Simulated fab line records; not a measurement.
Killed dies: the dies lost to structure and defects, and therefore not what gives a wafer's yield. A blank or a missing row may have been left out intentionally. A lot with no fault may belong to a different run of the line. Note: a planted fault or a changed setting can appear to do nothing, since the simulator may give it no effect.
fab line records	flow nand_harc
record lots=24	wafers=72	last_day=33
route steps=1302 shown P_ZERO_WELL@19 P_STI@87 P_GATE@149 P_M1@296
lots that met no fault: taken from a fault-free run of the same line
start_h: hours from the record's first day to the start of the lot's first wafer shown	wait_h: hours elapsed since this lot's preceding step	" repeats the value in the row above	L1.1+2: several wafers, shown together as one row	- no value, or no start given	* or withheld: withheld	< > ~ a bound
route shown NAME@n: names a module that has steps shown in the file, with the first one's number in the route	usual: mean and standard deviation over wafers with no fault	same: alike in all rows	chamber/n: place in a boat	sites: the reading at each site	_std_site: how widely they spread, as a standard deviation	_edge_site: the outer-site mean with the inner-site mean subtracted	radius_mm: for every site, how far away it sits from the centre of the wafer	mask NAME#n: copy n	behind: the tool/chamber that last shaped the wafer	hold: what put the lot on hold/how long, in hours/how the hold closed	device: names the non-switching transistor (n, p or np)	end of line: tests run on the same wafers once the route is complete	a step with no rows: only its recipe	killed: count of dies lost to structure and defects at first sort (not the wafer's yield)	map: a wafer's dies, marking killed ones x, the rest . and places with no die _
set.NAME: the setting that was run; set.NAME@STEP: the one run at that earlier step	model.NAME: the simulator's own value behind a step, which no gauge read
route steps across a sampled set of lots; one table per step, one row per wafer
services: from which hour (start_h, from the record's first day; less than 0 if before it) a tool's chamber was out of use, for how many hours, and why
## steps
# step NHARC_P_ZERO_WELL_ETCH_63
# recipe target_depth_a=1200	time_s=40.1	hbr_flow_sccm=150	cl2_flow_sccm=50	rf_w=400	icp_w=400	bias_w=100	chemistry=HBr/Cl2
# usual chamber_pressure_mTorr=14.999/0.014	drypump_motor_current_A=5.9/0.43	oes_product_au=0.998/0.006	throttle_valve_pct=26.406/0.008
lot.wafer	tool	chamber	start_h	wait_h	chamber_pressure_mTorr	drypump_motor_current_A	oes_product_au	rf_hours_counter_h	throttle_valve_pct
L074.3	rie_si-06	0	21.68	-	14.990	5.4	1.001	0.9	26.416
L074.1	"	1	"	"	14.997	6.1	0.985	0.9	26.408
L074.6	"	2	"	"	15.008	5.2	0.991	-	26.406
L075.2	rie_si-06	3	31.70	-	15.016	5.5	1.004	1.0	26.407
L075.4	"	0	"	"	14.991	5.4	1.004	1.0	26.393
L075.3	"	2	"	"	14.989	5.3	1.003	1.0	26.391
L076.2	rie_si-04	1	41.69	-	14.995	6.0	0.995	0.4	26.399
L076.1	"	2	"	"	14.983	5.8	1.005	0.4	26.414
L076.3	"	3	"	"	15.021	5.9	0.993	0.4	26.391
L077.4	rie_si-04	0	51.68	-	15.015	6.7	0.994	0.5	26.403
L077.1	"	1	"	"	15.015	6.1	1.003	0.4	26.405
L077.5	"	3	"	"	15.001	5.9	0.999	-	26.397
L078.3	rie_si-04	1	61.65	-	15.008	6.0	0.995	0.6	26.412
L078.2	"	2	"	"	15.011	5.8	0.996	0.6	26.413
L078.5	"	2	"	"	14.991	5.8	0.998	-	26.402
L079.3	rie_si-04	1	71.55	-	15.019	6.0	0.999	0.7	26.404
L079.2	"	2	"	"	14.998	5.8	0.998	0.7	26.405
L079.5	"	1	"	"	14.994	6.0	1.000	-	26.404
L080.2	rie_si-06	1	81.66	-	14.985	6.1	0.992	0.0	26.416
L080.1	"	2	"	"	15.032	5.3	1.007	0.0	26.399
L080.5	"	1	"	"	15.016	6.1	0.984	-	26.401
L081.1	rie_si-04	3	91.82	-	14.973	5.9	1.001	0.8	26.416
L081.2	"	0	"	"	14.976	6.7	1.003	0.8	26.398
L081.5	"	0	"	"	14.972	6.7	1.006	-	26.408
L082.4	rie_si-06	2	101.71	-	15.008	5.3	0.997	0.2	26.410
L082.1	"	3	"	"	14.999	5.5	0.993	0.2	26.403
L082.6	"	3	"	"	15.008	5.5	0.996	-	26.388
L083.3	rie_si-06	2	111.67	-	15.020	5.2	0.998	0.2	26.397
L083.2	"	3	"	"	15.018	5.5	0.996	0.2	26.413
L083.6	"	0	"	"	14.986	5.4	0.999	-	26.432
L084.1	rie_si-04	3	121.57	-	14.984	5.9	0.997	0.9	26.399
L084.4	"	1	"	"	15.005	6.1	0.992	1.0	26.416
L084.5	"	0	"	"	15.007	6.7	0.996	-	26.407
L085.2	rie_si-04	0	132.02	-	14.997	6.7	0.989	1.0	26.419
L085.6	"	2	"	"	14.996	5.9	1.015	-	26.410
L085.5	"	3	"	"	15.008	5.9	1.008	-	26.389
L086.2	rie_si-06	1	141.95	-	14.992	6.1	0.999	0.4	26.419
L086.4	"	3	"	"	14.986	5.5	0.991	0.4	26.399
L086.5	"	2	"	"	15.005	5.2	0.999	-	26.414
L087.3	rie_si-04	2	151.78	-	14.997	5.9	0.995	1.2	26.415
L087.4	"	3	"	"	15.001	5.9	1.001	1.1	26.416
L087.2	"	0	"	"	15.008	6.6	0.998	1.2	26.396
L088.3	rie_si-04	2	161.59	-	14.987	5.8	1.000	1.2	26.402
L088.4	"	3	"	"	14.998	5.9	0.998	1.1	26.402
L088.6	"	0	"	"	14.996	6.6	1.000	-	26.404
L089.1	rie_si-06	3	171.57	-	14.996	5.5	1.001	0.6	26.407
L089.4	"	0	"	"	15.014	5.4	1.004	0.5	26.425
L089.3	"	1	"	"	14.983	6.1	0.998	0.6	26.403
L090.4	rie_si-06	3	181.53	-	15.009	5.5	0.986	0.7	26.402
L090.6	"	3	"	"	15.004	5.5	0.995	-	26.402
L090.5	"	0	"	"	15.015	5.4	0.994	-	26.416
L091.4	rie_si-04	3	191.68	-	14.988	5.9	0.997	0.1	26.387
L091.3	"	0	"	"	15.005	6.6	1.007	0.1	26.401
L091.1	"	1	"	"	15.013	6.1	0.999	0.1	26.408
L092.4	rie_si-04	3	201.52	-	15.003	5.9	0.995	0.1	26.405
L092.2	"	0	"	"	15.012	6.6	1.005	0.1	26.404
L092.6	"	0	"	"	15.023	6.6	0.999	-	26.401
L093.1	rie_si-01	1	211.69	-	15.014	6.1	0.996	0.8	26.412
L093.5	"	3	"	"	15.020	6.3	0.999	-	26.413
L093.6	"	0	"	"	14.974	6.3	0.996	-	26.403
L094.2	rie_si-01	3	222.62	-	14.993	6.3	0.997	1.0	26.395
L094.6	"	2	"	"	15.023	6.4	1.000	-	26.413
L094.5	"	3	"	"	14.983	6.3	0.997	-	26.416
L095.1	rie_si-06	2	231.54	-	14.987	5.3	0.990	1.0	26.397
L095.4	"	3	"	"	14.997	5.5	0.991	0.9	26.399
L095.5	"	2	"	"	14.979	5.2	1.002	-	26.412
L096.1	rie_si-06	3	241.66	-	14.984	5.5	0.984	1.0	26.407
L096.6	"	3	"	"	14.999	5.5	0.989	-	26.401
L096.5	"	0	"	"	14.993	5.4	0.997	-	26.404
L097.2	rie_si-04	1	251.77	-	14.992	6.0	1.005	0.3	26.403
L097.1	"	0	"	"	15.003	6.6	1.000	0.4	26.408
L097.6	"	1	"	"	15.009	6.1	1.005	-	26.406
# step NHARC_P_STI_DESCUM_14
# recipe time_s=3	o2_flow_sccm=200	ar_flow_sccm=0	bias_power_w=0	chemistry=O2
# usual chamber_pressure_mTorr=60.00/0.054	drypump_motor_current_A=5.6/0.5	oes_product_au=1.000/0.0065	rf_vpp_V=57.9/1	showerhead_plenum_p_Torr=1.94/0.092	throttle_valve_pct=11.311/0.0079
lot.wafer	tool	chamber	start_h	wait_h	chamber_pressure_mTorr	drypump_motor_current_A	oes_product_au	rf_hours_counter_h	rf_vpp_V	showerhead_plenum_p_Torr	throttle_valve_pct
L074.1	rie_diel-06	1	44.10	-	59.93	5.6	1.008	7	59.6	1.97	11.313
L074.3	"	2	"	"	59.99	5.0	0.994	7	56.9	2.03	11.301
L074.6	"	3	"	"	60.01	5.7	1.001	-	56.4	1.86	11.307
L075.3	rie_diel-06	1	54.50	-	59.99	5.6	1.005	8	59.0	1.97	11.312
L075.4	"	2	"	"	60.02	5.0	1.002	8	58.3	2.03	11.311
L075.2	"	0	"	"	59.94	5.3	1.004	7	56.7	1.93	11.306
L076.3	rie_diel-06	1	65.55	-	59.99	5.6	1.001	9	59.5	1.97	11.306
L076.2	"	2	"	"	60.07	5.0	0.997	10	59.8	2.03	11.314
L076.1	"	3	"	"	60.02	5.7	1.002	10	56.2	1.86	11.298
L077.1	rie_diel-08	2	76.12	-	59.98	6.1	0.998	3	57.7	2.06	11.310
L077.4	"	1	"	"	60.08	6.1	1.008	2	57.9	1.96	11.295
L077.5	"	2	"	"	59.93	6.2	1.005	-	59.6	2.06	11.319
L078.3	rie_diel-06	3	83.41	-	59.99	5.7	1.001	11	57.6	1.86	11.314
L078.2	"	0	"	"	60.01	5.3	1.007	9	57.2	1.93	11.309
L078.5	"	3	"	"	60.03	5.8	0.995	-	56.4	1.86	11.316
L079.2	rie_diel-11	0	94.26	-	59.90	5.7	0.996	1	57.7	1.87	11.315
L079.3	"	1	"	"	60.05	5.7	0.990	1	55.7	1.92	11.327
L079.5	"	1	"	"	60.05	5.7	0.990	-	58.3	1.92	11.315
L080.2	rie_diel-08	1	104.88	-	60.01	6.1	1.000	3	59.0	1.96	11.330
L080.1	"	2	"	"	60.05	6.2	0.991	4	58.9	2.06	11.310
L080.5	"	1	"	"	60.01	6.1	1.006	-	58.3	1.96	11.310
L081.2	rie_diel-06	1	113.26	-	60.01	5.7	1.004	12	59.9	1.97	11.306
L081.1	"	2	"	"	59.96	5.0	1.008	13	57.6	2.03	11.310
L081.5	"	0	"	"	60.06	5.3	1.001	-	58.4	1.93	11.302
L082.1	rie_diel-06	0	125.63	-	59.99	5.3	0.999	11	57.1	1.93	11.306
L082.4	"	2	"	"	59.99	5.0	1.004	13	57.9	2.03	11.305
L082.6	"	0	"	"	59.99	5.3	1.004	-	58.6	1.93	11.314
L083.3	rie_diel-08	1	134.67	-	60.02	6.1	1.002	4	58.3	1.96	11.300
L083.2	"	0	"	"	60.04	4.6	0.988	4	56.4	1.80	11.300
L083.6	"	2	"	"	59.95	6.1	0.992	-	56.5	2.05	11.309
L084.1	rie_diel-11	0	144.52	-	60.06	5.7	1.003	3	58.1	1.87	11.338
L084.4	"	1	"	"	59.99	5.7	0.999	4	58.4	1.92	11.322
L084.5	"	2	"	"	60.07	6.6	1.006	-	58.9	1.78	11.318
L085.2	rie_diel-11	3	153.81	-	60.01	5.2	1.005	3	57.1	2.02	11.322
L085.5	"	2	"	"	60.03	6.6	0.999	-	55.6	1.78	11.302
L085.6	"	3	"	"	59.99	5.2	0.996	-	58.3	2.02	11.316
L086.4	rie_diel-11	2	165.25	-	59.99	6.6	1.001	4	55.8	1.78	11.320
L086.2	"	3	"	"	60.01	5.3	1.008	3	58.7	2.02	11.310
L086.5	"	2	"	"	60.06	6.6	1.010	-	57.9	1.78	11.315
L087.3	rie_diel-06	0	173.80	-	60.02	5.3	0.989	4	58.3	1.93	11.303
L087.2	"	2	"	"	60.05	5.0	1.001	4	59.4	2.03	11.307
L087.4	"	3	"	"	60.01	5.8	0.991	4	56.8	1.86	11.316
L088.4	rie_diel-11	0	183.37	-	59.96	5.7	1.003	5	57.2	1.87	11.311
L088.3	"	2	"	"	59.97	6.5	0.999	5	57.5	1.78	11.306
L088.6	"	3	"	"	60.01	5.2	1.001	-	59.4	2.02	11.318
L089.4	rie_diel-06	2	194.75	-	59.98	5.0	0.997	7	59.6	2.03	11.310
L089.1	"	3	"	"	59.98	5.7	0.994	7	58.6	1.85	11.310
L089.3	"	0	"	"	59.97	5.3	1.005	7	58.4	1.93	11.300
L090.4	rie_diel-08	1	205.40	-	60.02	6.1	0.997	0	58.6	1.96	11.313
L090.6	"	2	"	"	59.91	6.2	1.007	-	60.2	2.05	11.307
L090.5	"	3	"	"	59.92	5.7	0.994	-	58.6	2.05	11.313
L091.3	rie_diel-06	1	213.96	-	60.01	5.6	1.003	10	58.6	1.97	11.314
L091.1	"	0	"	"	59.96	5.3	1.002	9	57.3	1.92	11.297
L091.4	"	1	"	"	59.98	5.6	1.006	-	57.1	1.97	11.306
L092.4	rie_diel-08	3	228.56	-	59.92	5.7	0.984	1	58.7	2.05	11.294
L092.2	"	0	"	"	59.98	4.6	1.002	1	57.1	1.80	11.314
L092.6	"	3	"	"	59.91	5.7	0.989	-	59.0	2.05	11.308
L094.2	rie_diel-11	1	245.53	-	60.04	5.7	0.997	10	57.4	1.92	11.313
L094.5	"	1	"	"	59.94	5.7	1.002	-	58.1	1.92	11.312
L094.6	"	2	"	"	59.97	6.5	1.007	-	58.4	1.78	11.310
L093.1	rie_diel-08	1	245.71	-	60.00	6.1	0.998	1	57.6	1.96	11.297
L093.6	"	2	"	"	59.99	6.1	0.999	-	57.5	2.05	11.310
L093.5	"	3	"	"	59.92	5.6	0.997	-	58.1	2.05	11.319
L095.1	rie_diel-08	0	253.65	-	59.93	4.6	1.008	1	58.3	1.80	11.304
L095.4	"	1	"	"	59.99	6.1	1.003	1	59.0	1.96	11.310
L095.5	"	3	"	"	59.95	5.7	0.997	-	57.4	2.05	11.304
L096.1	rie_diel-11	1	264.60	-	60.09	5.7	0.998	0	57.0	1.92	11.304
L096.5	"	1	"	"	59.88	5.7	0.993	-	56.7	1.92	11.308
L096.6	"	2	"	"	59.92	6.6	0.993	-	56.6	1.78	11.309
L097.1	rie_diel-08	2	274.19	-	59.88	6.2	1.008	3	58.6	2.05	11.317
L097.2	"	3	"	"	59.97	5.7	1.000	2	57.5	2.05	11.302
L097.6	"	1	"	"	60.00	6.1	0.997	-	57.8	1.96	11.302
# step NHARC_P_GATE_ETCH_32
# recipe target_depth_a=1500	over_etch_frac=1	over_etch_ion_energy_ev=40	time_s=100.1	hbr_flow_sccm=150	cl2_flow_sccm=50	rf_w=400	icp_w=400	bias_w=100	chemistry=HBr/Cl2
# usual chamber_pressure_mTorr=15.000/0.014	drypump_motor_current_A=6.0/0.43	oes_product_au=0.997/0.0077	throttle_valve_pct=26.406/0.0098
# same over_etch_frac=1
lot.wafer	tool	chamber	start_h	wait_h	chamber_pressure_mTorr	drypump_motor_current_A	oes_product_au	rf_hours_counter_h	throttle_valve_pct
L074.1	rie_si-06	0	93.74	-	15.013	5.3	0.990	0.15	26.392
L074.3	"	1	"	"	14.981	6.1	0.986	0.13	26.410
L074.6	"	3	"	"	15.002	5.4	0.990	-	26.410
L075.4	rie_si-01	3	106.97	-	14.992	6.3	1.012	0.19	26.401
L075.2	"	1	"	"	14.984	6.1	0.990	0.15	26.409
L075.3	"	2	"	"	14.996	6.4	1.003	0.15	26.403
L076.1	rie_si-01	3	115.45	-	15.008	6.3	0.993	0.29	26.412
L076.3	"	0	"	"	14.997	6.3	0.989	0.29	26.406
L076.2	"	1	"	"	15.027	6.1	0.988	0.22	26.414
L077.4	rie_si-01	2	130.80	-	14.994	6.4	0.994	0.30	26.396
L077.1	"	3	"	"	15.007	6.3	1.003	0.40	26.428
L077.5	"	3	"	"	15.002	6.3	1.000	-	26.401
L078.2	rie_si-06	3	135.21	-	14.990	5.5	1.001	0.33	26.415
L078.3	"	0	"	"	15.010	5.4	1.011	0.33	26.404
L078.5	"	3	"	"	15.001	5.5	0.997	-	26.408
L079.3	rie_si-04	2	147.59	-	15.020	5.8	0.997	1.12	26.392
L079.2	"	3	"	"	14.989	5.9	0.996	1.08	26.407
L079.5	"	2	"	"	15.004	5.8	0.994	-	26.408
L080.2	rie_si-06	2	156.42	-	15.013	5.2	0.990	0.50	26.407
L080.1	"	0	"	"	15.028	5.3	1.002	0.44	26.407
L080.5	"	3	"	"	14.994	5.5	1.001	-	26.395
L081.2	rie_si-06	1	167.23	-	14.998	6.1	1.003	0.50	26.392
L081.1	"	0	"	"	14.989	5.4	1.001	0.48	26.407
L081.5	"	2	"	"	15.011	5.2	1.005	-	26.400
L082.1	rie_si-01	0	179.08	-	15.000	6.3	0.993	0.62	26.407
L082.4	"	2	"	"	15.004	6.4	1.002	0.58	26.414
L082.6	"	0	"	"	15.009	6.3	0.999	-	26.423
L083.2	rie_si-01	2	184.12	-	14.994	6.4	0.999	0.63	26.407
L083.3	"	3	"	"	14.985	6.3	0.993	0.72	26.405
L083.6	"	1	"	"	15.002	6.2	0.991	-	26.420
L084.4	rie_si-06	1	201.42	-	14.998	6.1	0.987	0.72	26.400
L084.1	"	3	"	"	14.979	5.5	0.981	0.82	26.425
L084.5	"	0	"	"	14.999	5.4	0.996	-	26.417
L085.2	rie_si-04	3	207.76	-	15.017	5.9	1.004	0.20	26.409
L085.5	"	0	"	"	15.008	6.7	1.012	-	26.409
L085.6	"	1	"	"	14.977	6.0	1.023	-	26.404
L086.2	rie_si-01	2	219.97	-	15.007	6.4	0.997	0.79	26.389
L086.4	"	0	"	"	15.043	6.3	0.994	0.96	26.408
L086.5	"	2	"	"	15.007	6.4	0.991	-	26.410
L087.2	rie_si-06	0	223.42	-	14.968	5.4	0.994	0.86	26.393
L087.3	"	1	"	"	15.009	6.1	0.991	0.91	26.406
L087.4	"	3	"	"	15.004	5.5	0.979	0.91	26.415
L089.4	rie_si-04	3	252.54	-	15.009	5.9	0.994	0.42	26.401
L089.3	"	0	"	"	15.020	6.6	1.002	0.44	26.413
L089.1	"	1	"	"	14.999	6.1	1.007	0.37	26.414
L088.3	rie_si-04	3	253.22	-	15.013	5.9	1.008	0.56	26.382
L088.4	"	0	"	"	15.014	6.7	1.001	0.55	26.415
L088.6	"	2	"	"	14.990	5.8	1.006	-	26.393
L091.1	rie_si-04	3	271.62	-	14.992	5.9	0.992	0.68	26.432
L091.4	"	0	"	"	15.010	6.7	0.990	0.67	26.419
L091.3	"	1	"	"	14.999	6.1	0.991	0.56	26.414
L090.4	rie_si-06	2	272.31	-	15.010	5.2	1.005	0.08	26.410
L090.6	"	1	"	"	14.995	6.1	1.004	-	26.407
L090.5	"	2	"	"	14.993	5.2	0.995	-	26.401
L092.2	rie_si-06	3	288.06	-	15.013	5.5	1.001	0.15	26.415
L092.4	"	1	"	"	15.006	6.1	0.996	0.18	26.393
L092.6	"	3	"	"	15.015	5.5	0.998	-	26.413
L094.2	rie_si-01	2	299.54	-	14.997	6.4	1.005	0.18	26.408
L094.6	"	0	"	"	14.977	6.3	0.986	-	26.404
L094.5	"	1	"	"	14.983	6.1	1.004	-	26.388
L095.1	rie_si-04	3	299.67	-	15.020	5.9	0.991	0.96	26.403
L095.4	"	0	"	"	15.006	6.7	0.992	0.90	26.396
L095.5	"	3	"	"	15.026	5.9	1.003	-	26.405
L093.1	rie_si-06	2	300.28	-	15.026	5.2	1.000	0.33	26.399
L093.5	"	2	"	"	15.014	5.2	1.005	-	26.398
L093.6	"	3	"	"	14.979	5.5	1.006	-	26.417
L096.1	rie_si-04	3	314.35	-	15.020	5.9	0.984	1.09	26.391
L096.5	"	3	"	"	15.000	5.9	0.984	-	26.411
L096.6	"	0	"	"	14.999	6.7	0.992	-	26.411
L097.2	rie_si-01	2	326.38	-	15.023	6.4	1.006	0.33	26.422
L097.1	"	3	"	"	15.010	6.3	0.983	0.27	26.405
L097.6	"	3	"	"	14.962	6.3	1.000	-	26.401
# step NHARC_P_GATE_CD_MEAS_46
# recipe target_cd_nm=720	landing_energy_ev=500
# usual cd_nm=720.6/1.2
lot.wafer	tool	chamber	start_h	wait_h	cd_nm
L074.1	cd_sem-01	0	105.23	-	717.7
L074.3	"	0	"	"	719.6
L074.6	"	0	"	"	718.7
L075.2	cd_sem-01	0	118.20	-	719.4
L075.3	"	0	"	"	720.3
L075.4	"	0	"	"	719.0
L076.1	cd_sem-01	0	128.91	-	722.7
L076.2	"	0	"	"	722.7
L076.3	"	0	"	"	720.9
L077.1	cd_sem-01	0	142.00	-	721.5
L077.4	"	0	"	"	720.3
L077.5	"	0	"	"	720.6
L078.2	cd_sem-01	0	146.43	-	720.4
L078.3	"	0	"	"	718.6
L078.5	"	0	"	"	720.9
L079.2	cd_sem-03	0	158.78	-	720.0
L079.3	"	0	"	"	720.2
L079.5	"	0	"	"	719.4
L080.1	cd_sem-03	0	167.66	-	721.5
L080.2	"	0	"	"	721.4
L080.5	"	0	"	"	721.0
L081.1	cd_sem-03	0	178.53	-	720.7
L081.2	"	0	"	"	720.2
L081.5	"	0	"	"	720.3
L082.1	cd_sem-01	0	190.46	-	720.2
L082.4	"	0	"	"	721.4
L082.6	"	0	"	"	720.7
L083.2	cd_sem-02	0	195.43	-	721.9
L083.3	"	0	"	"	721.1
L083.6	"	0	"	"	722.6
L084.1	cd_sem-01	0	212.93	-	720.0
L084.4	"	0	"	"	720.3
L084.5	"	0	"	"	720.4
L085.2	cd_sem-02	0	219.01	-	722.6
L085.5	"	0	"	"	721.1
L085.6	"	0	"	"	720.6
L086.2	cd_sem-02	0	233.57	-	719.7
L086.4	"	0	"	"	719.1
L086.5	"	0	"	"	718.4
L087.2	cd_sem-01	0	234.72	-	718.9
L087.3	"	0	"	"	721.0
L087.4	"	0	"	"	720.9
L089.1	cd_sem-03	0	263.74	-	721.5
L089.3	"	0	"	"	721.0
L089.4	"	0	"	"	722.5
L088.3	cd_sem-03	0	264.50	-	721.4
L088.4	"	0	"	"	722.2
L088.6	"	0	"	"	720.1
L091.1	cd_sem-01	0	283.06	-	720.2
L091.3	"	0	"	"	720.8
L091.4	"	0	"	"	719.9
L090.4	cd_sem-01	0	283.69	-	721.6
L090.5	"	0	"	"	721.7
L090.6	"	0	"	"	719.4
L092.2	cd_sem-02	0	299.39	-	720.7
L092.4	"	0	"	"	721.0
L092.6	"	0	"	"	719.6
L094.2	cd_sem-02	0	310.94	-	721.5
L094.5	"	0	"	"	720.0
L094.6	"	0	"	"	721.3
L095.1	cd_sem-01	0	311.10	-	721.8
L095.4	"	0	"	"	720.6
L095.5	"	0	"	"	721.9
L093.1	cd_sem-03	0	317.13	-	720.2
L093.5	"	0	"	"	720.6
L093.6	"	0	"	"	721.1
L096.1	cd_sem-02	0	325.77	-	720.3
L096.5	"	0	"	"	718.8
L096.6	"	0	"	"	719.2
L097.1	cd_sem-01	0	337.70	-	718.5
L097.2	"	0	"	"	720.3
L097.6	"	0	"	"	721.5
# step NHARC_P_M1_OVL_MEAS_10
# recipe pitch_nm=260
# usual overlay_x_nm=0.2/1	overlay_y_nm=0.1/0.76
lot.wafer	tool	chamber	start_h	wait_h	overlay_x_nm	overlay_y_nm
L074.1	overlay-02	-	121.85	-	-0.8	0.4
L074.3	"	-	"	"	-0.6	0.4
L074.6	"	-	"	"	-0.7	0.3
L075.2	overlay-01	-	135.11	-	1.1	-0.2
L075.3	"	-	"	"	1.3	-0.6
L075.4	"	-	"	"	0.8	0.1
L076.1	overlay-02	-	145.61	-	-2.2	0.2
L076.2	"	-	"	"	-2.0	-0.7
L076.3	"	-	"	"	-1.8	-0.6
L077.1	overlay-01	-	158.43	-	0.5	0.6
L077.4	"	-	"	"	0.9	0.2
L077.5	"	-	"	"	0.5	0.5
L078.2	overlay-02	-	163.25	-	0.1	-1.3
L078.3	"	-	"	"	0.2	-1.4
L078.5	"	-	"	"	0.0	-0.8
L079.2	overlay-01	-	175.56	-	-0.5	0.5
L079.3	"	-	"	"	-0.8	1.0
L079.5	"	-	"	"	-0.8	0.1
L080.1	overlay-02	-	184.49	-	2.3	0.1
L080.2	"	-	"	"	1.6	0.5
L080.5	"	-	"	"	1.6	0.0
L081.1	overlay-01	-	195.93	-	0.2	-0.4
L081.2	"	-	"	"	0.0	-0.8
L081.5	"	-	"	"	-0.1	-0.8
L082.1	overlay-01	-	207.82	-	1.4	-0.8
L082.4	"	-	"	"	1.0	-1.2
L082.6	"	-	"	"	1.4	-1.1
L083.2	overlay-02	-	211.48	-	-0.1	0.0
L083.3	"	-	"	"	0.2	-0.3
L083.6	"	-	"	"	-0.2	0.2
L084.1	overlay-02	-	229.73	-	-0.4	1.2
L084.4	"	-	"	"	-0.2	0.2
L084.5	"	-	"	"	-0.2	1.0
L085.2	overlay-02	-	235.48	-	1.1	1.2
L085.5	"	-	"	"	0.8	0.8
L085.6	"	-	"	"	1.2	1.2
L086.2	overlay-01	-	250.64	-	0.4	-0.3
L086.4	"	-	"	"	0.7	-0.7
L086.5	"	-	"	"	0.3	-0.1
L087.2	overlay-02	-	251.82	-	0.3	0.2
L087.3	"	-	"	"	1.0	-0.4
L087.4	"	-	"	"	0.5	0.1
L089.1	overlay-01	-	280.17	-	1.7	-1.1
L089.3	"	-	"	"	1.5	-0.6
L089.4	"	-	"	"	1.1	-1.3
L088.3	overlay-01	-	281.18	-	-0.5	0.2
L088.4	"	-	"	"	-0.9	0.2
L088.6	"	-	"	"	-0.9	0.2
L091.1	overlay-01	-	299.64	-	-0.8	0.4
L091.3	"	-	"	"	-0.6	0.2
L091.4	"	-	"	"	-0.8	0.1
L090.4	overlay-01	-	300.28	-	2.1	-0.4
L090.5	"	-	"	"	1.9	-0.9
L090.6	"	-	"	"	2.6	0.2
L092.2	overlay-01	-	316.40	-	0.4	0.6
L092.4	"	-	"	"	0.8	1.0
L092.6	"	-	"	"	0.3	0.6
L094.2	overlay-02	-	327.42	-	1.0	0.9
L094.5	"	-	"	"	0.4	0.4
L094.6	"	-	"	"	0.4	0.5
L095.1	overlay-01	-	328.36	-	-0.2	2.0
L095.4	"	-	"	"	-0.3	2.3
L095.5	"	-	"	"	-0.7	2.3
L093.1	overlay-02	-	333.49	-	-0.1	0.5
L093.5	"	-	"	"	0.1	0.3
L093.6	"	-	"	"	-0.1	0.5
L096.1	overlay-01	-	342.75	-	-1.3	-1.2
L096.5	"	-	"	"	-1.1	-0.6
L096.6	"	-	"	"	-1.2	-0.6
L097.1	overlay-02	-	354.03	-	-0.6	0.8
L097.2	"	-	"	"	-0.7	0.3
L097.6	"	-	"	"	0.4	0.6
# step NHARC_P_M1_PVD_21
# recipe target_thk_a=300	chamber_pressure_pa=5	power_w=5000	substrate_temp_c=30	time_s=20.49	material=Cu
# usual throttle_valve_pct=30.2/0.9
lot.wafer	tool	chamber	start_h	wait_h	throttle_valve_pct
L074.3	pvd_sputter-02	-	-	-	29.8
L074.1	"	-	"	"	28.9
L074.6	"	-	"	"	29.0
L075.3	pvd_sputter-01	-	-	-	28.9
L075.4	"	-	"	"	31.6
L075.2	"	-	"	"	30.6
L076.1	pvd_sputter-03	-	-	-	31.1
L076.3	"	-	"	"	30.4
L076.2	"	-	"	"	30.3
L077.4	pvd_sputter-02	-	-	-	29.4
L077.1	"	-	"	"	30.2
L077.5	"	-	"	"	29.3
L078.3	pvd_sputter-03	-	-	-	30.5
L078.2	"	-	"	"	30.3
L078.5	"	-	"	"	30.6
L079.3	pvd_sputter-01	-	-	-	31.6
L079.2	"	-	"	"	30.6
L079.5	"	-	"	"	31.7
L080.2	pvd_sputter-01	-	-	-	29.1
L080.1	"	-	"	"	30.0
L080.5	"	-	"	"	30.7
L081.1	pvd_sputter-02	-	-	-	29.5
L081.2	"	-	"	"	29.0
L081.5	"	-	"	"	30.1
L082.4	pvd_sputter-02	-	-	-	29.8
L082.1	"	-	"	"	29.3
L082.6	"	-	"	"	28.8
L083.2	pvd_sputter-02	-	-	-	28.9
L083.3	"	-	"	"	30.5
L083.6	"	-	"	"	30.2
L084.4	pvd_sputter-02	-	-	-	30.3
L084.1	"	-	"	"	29.2
L084.5	"	-	"	"	28.9
L085.2	pvd_sputter-03	-	-	-	30.9
L085.6	"	-	"	"	31.1
L085.5	"	-	"	"	30.9
L086.4	pvd_sputter-01	-	-	-	28.7
L086.2	"	-	"	"	30.5
L086.5	"	-	"	"	28.7
L087.2	pvd_sputter-01	-	-	-	31.1
L087.4	"	-	"	"	31.4
L087.3	"	-	"	"	30.7
L089.1	pvd_sputter-03	-	-	-	30.3
L089.4	"	-	"	"	31.1
L089.3	"	-	"	"	30.9
L088.3	pvd_sputter-01	-	-	-	30.8
L088.4	"	-	"	"	30.7
L088.6	"	-	"	"	28.9
L091.3	pvd_sputter-01	-	-	-	31.5
L091.1	"	-	"	"	31.1
L091.4	"	-	"	"	28.6
L090.4	pvd_sputter-02	-	-	-	30.6
L090.5	"	-	"	"	30.0
L090.6	"	-	"	"	30.1
L092.4	pvd_sputter-01	-	-	-	28.7
L092.2	"	-	"	"	30.9
L092.6	"	-	"	"	29.0
L094.2	pvd_sputter-03	-	-	-	30.1
L094.6	"	-	"	"	31.0
L094.5	"	-	"	"	31.0
L095.4	pvd_sputter-01	-	-	-	28.9
L095.1	"	-	"	"	31.5
L095.5	"	-	"	"	31.3
L093.1	pvd_sputter-03	-	-	-	30.9
L093.5	"	-	"	"	30.0
L093.6	"	-	"	"	31.1
L096.1	pvd_sputter-03	-	-	-	31.0
L096.6	"	-	"	"	30.3
L096.5	"	-	"	"	31.1
L097.2	pvd_sputter-01	-	-	-	31.3
L097.1	"	-	"	"	31.2
L097.6	"	-	"	"	28.9
## services
tool	chamber	start_h	hours	kind
rie_si-01	1	1.84	11.0	repair
rie_si-04	-	10.95	1.0	repair
rie_diel-06	0	32.01	13.0	repair
pvd_sputter-01	-	48.00	10.0	pm
rie_si-01	-	68.37	9.0	pm
rie_si-06	-	72.00	9.0	pm
pvd_sputter-01	-	77.70	3.3	repair
rie_diel-06	-	130.29	9.0	pm
rie_diel-06	2	156.82	3.8	repair
rie_si-04	-	165.00	9.0	pm
pvd_sputter-01	-	182.99	2.2	repair
pvd_sputter-01	-	192.31	41.4	repair
rie_diel-06	2	199.09	16.3	repair
rie_si-04	1	234.55	11.4	repair
rie_si-01	-	245.37	9.0	pm
rie_si-06	-	249.00	9.0	pm
rie_si-01	3	268.31	3.7	repair
rie_si-06	2	268.78	1.4	repair
rie_si-06	3	293.05	5.2	repair
rie_si-01	-	311.34	1.2	repair
rie_si-06	-	314.66	0.3	repair
rie_si-01	3	330.63	2.9	repair
rie_si-01	3	334.60	1.9	repair
rie_si-04	-	342.00	9.0	pm
## key
fault none
